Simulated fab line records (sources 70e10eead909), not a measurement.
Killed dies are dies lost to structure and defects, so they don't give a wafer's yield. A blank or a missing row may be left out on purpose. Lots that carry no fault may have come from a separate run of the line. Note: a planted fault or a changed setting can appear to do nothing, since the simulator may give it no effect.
Which tool was responsible?	flow nand-harc	12 lots with 36 wafers sampled at 4 steps, on a route of 1302 steps

WHAT EACH GAUGE READ, for each wafer
NHARC_A_M0_OVL_MEAS_10: pitch 160 nm.
lot	measured	on	overlay-x-nm (nm)	overlay-y-nm (nm)
L439	day 23 21:25	overlay-01	-0.5 0.2 -0.3	0.2 -0.6 -0.3
L442	day 24 20:40	overlay-01	0.7 0.1 0.5	0.5 0.3 0.5
L443	day 25 22:51	overlay-01	-0.7 -0.1 0.4	0.3 -0.1 0.0
L444	day 26 13:58	overlay-01	-1.0 -1.6 -1.4	2.7 2.9 2.9
L450	day 27 18:15	overlay-02	-0.4 -0.3 -0.7	2.1 1.5 1.9
L451	day 28 10:28	overlay-01	-0.5 -0.3 -0.7	0.2 0.6 0.7
L453	day 29 06:43	overlay-02	0.3 0.0 -0.2	0.0 0.1 -0.4
L455	day 30 10:52	overlay-02	1.5 1.2 0.7	0.5 0.9 1.0
L456	day 30 12:20	overlay-01	-1.1 -1.0 -0.9	0.7 0.0 0.3
L457	day 30 20:00	overlay-01	0.1 0.2 0.4	-1.0 -0.9 -0.8
L460	day 31 13:43	overlay-01	-0.1 0.0 0.0	0.0 0.2 0.3
L458	day 31 18:02	overlay-01	0.3 1.1 0.4	-1.1 -1.2 -0.3

NHARC_A_M0_THK_MEAS_24: measures by xrf.
lot	measured	on	thk-nm (nm)
L439	day 23 23:51	film-metro-01	114.5 114.5 110.6
L442	day 24 23:08	film-metro-01	117.0 111.9 115.8
L443	day 26 01:18	film-metro-02	116.1 112.9 113.4
L444	day 26 16:25	film-metro-02	110.9 114.2 111.6
L450	day 27 20:44	film-metro-02	119.0 115.0 116.8
L451	day 28 12:55	film-metro-01	114.1 110.4 115.1
L453	day 29 09:07	film-metro-02	112.7 114.5 115.6
L455	day 30 13:17	film-metro-02	110.7 114.6 113.1
L456	day 30 14:46	film-metro-02	112.4 114.8 114.4
L457	day 30 22:29	film-metro-02	112.1 111.3 113.6
L460	day 31 16:11	film-metro-02	111.0 110.6 115.4
L458	day 31 20:32	film-metro-02	115.6 111.4 112.7

NHARC_A_M1_THK_MEAS_24: measures by xrf.
lot	measured	on	thk-nm (nm)
L439	day 24 04:02	film-metro-02	153.5 153.3 156.1
L442	day 25 03:10	film-metro-01	157.4 157.8 156.7
L443	day 26 05:18	film-metro-02	152.8 156.3 152.5
L444	day 26 20:34	film-metro-02	155.2 154.0 155.9
L450	day 28 00:55	film-metro-02	152.7 154.9 151.6
L451	day 28 17:08	film-metro-02	156.2 154.3 152.4
L453	day 29 13:08	film-metro-02	154.3 150.4 155.5
L455	day 30 17:26	film-metro-02	152.2 152.4 151.5
L456	day 30 18:49	film-metro-02	154.8 154.8 152.1
L457	day 31 02:41	film-metro-01	153.7 155.0 153.2
L460	day 31 20:43	film-metro-01	153.1 154.4 153.0
L458	day 32 00:33	film-metro-02	152.4 155.2 157.9

TOOL THAT RAN EACH LOT (tool first, then ch and the chambers of the sampled wafers, then the start)
lot	NHARC_A_M1_ETCH_35
L439	rie-diel-05 ch 0,3, day 24 01:42
L442	rie-diel-10 ch 0,2, day 25 00:50
L443	rie-diel-12 ch 0,2, day 26 02:58
L444	rie-diel-12 ch 1,3, day 26 18:14
L450	rie-diel-10 ch 1,2,3, day 27 22:34
L451	rie-diel-10 ch 2,3, day 28 14:46
L453	rie-diel-05 ch 2,3, day 29 10:49
L455	rie-diel-12 ch 0,1,2, day 30 15:05
L456	rie-diel-12 ch 1,2,3, day 30 16:28
L457	rie-diel-12 ch 0,1, day 31 00:20
L460	rie-diel-10 ch 1,2,3, day 31 18:16
L458	rie-diel-12 ch 0,1, day 31 22:13
- NHARC_A_M1_ETCH_35: etches the open film in N2/H2, target depth 40 nm, overetch 12 nm, time 43.94 s.

AS READ BY THE TOOLS THEMSELVES (means over the sampled wafers that have a number; for cases with no such wafer, the mark the record gives instead)
NHARC_A_M1_ETCH_35.
lot	tool	drypump-motor-current-A (A)	mfc-ar-sccm (sccm)	oes-product-au (a.u.)	rf-vpp-V (V)	run-length-s (s)	showerhead-plenum-p-Torr (Torr)	throttle-valve-pct (%)
L439	rie-diel-05	6.25	0.001	0.996	432.0	65.2	2.08	14.171
L442	rie-diel-10	5.96	0.000	1.013	428.2	65.3	1.93	14.172
L443	rie-diel-12	5.95	0.015	1.001	430.6	65.4	2.03	14.172
L444	rie-diel-12	5.67	0.006	0.994	431.3	65.3	2.10	14.177
L450	rie-diel-10	6.18	0.010	0.989	425.8	53.3	1.89	14.174
L451	rie-diel-10	5.99	0.001	0.983	427.9	53.0	1.89	14.164
L453	rie-diel-05	5.70	0.014	1.012	429.5	65.0	2.03	14.172
L455	rie-diel-12	5.87	0.021	0.995	431.0	65.3	2.09	14.174
L456	rie-diel-12	5.76	0.021	1.007	433.7	65.4	2.12	14.176
L457	rie-diel-12	5.84	0.012	0.997	432.1	65.7	2.11	14.173
L460	rie-diel-10	6.17	0.010	0.983	426.7	65.0	1.89	14.183
L458	rie-diel-12	5.87	0.012	0.993	433.0	65.7	2.11	14.157

THE ANSWER, worked out from the rows above alone
Rule: the usual values come from the lots themselves. Put in order of their means at a reading, lots are off if they are a third of the lots or fewer, leave a main group of 4 or more, and stand apart from it by a gap of 3 or more times the standard deviation of the main group's means; of several such gaps the widest counts. The tables above print the reading to a certain number of digits; a main group whose means all agree to those digits is not used. A lot without any number at a reading at which 4 lots or more have one is off too. The other lots that the step has rows for count as sound. Order of review: gauges by route order, followed by the tools' own readings, for which a lot's mean as printed above is used. At the first step where some lot is off, the reading lying furthest off is the one used; lots without a number count as furthest.
Off: L450, L451 (NHARC_A_M1_ETCH_35, run-length-s). Main group: mean 65.3 s, sd 0.23.
If a tool, at that step or one of the process steps before it, ran each lot that is off and ran no sound lot following the first of them, it fits. None of those tried fits.

WHAT THE SIMULATOR HAD PUT IN
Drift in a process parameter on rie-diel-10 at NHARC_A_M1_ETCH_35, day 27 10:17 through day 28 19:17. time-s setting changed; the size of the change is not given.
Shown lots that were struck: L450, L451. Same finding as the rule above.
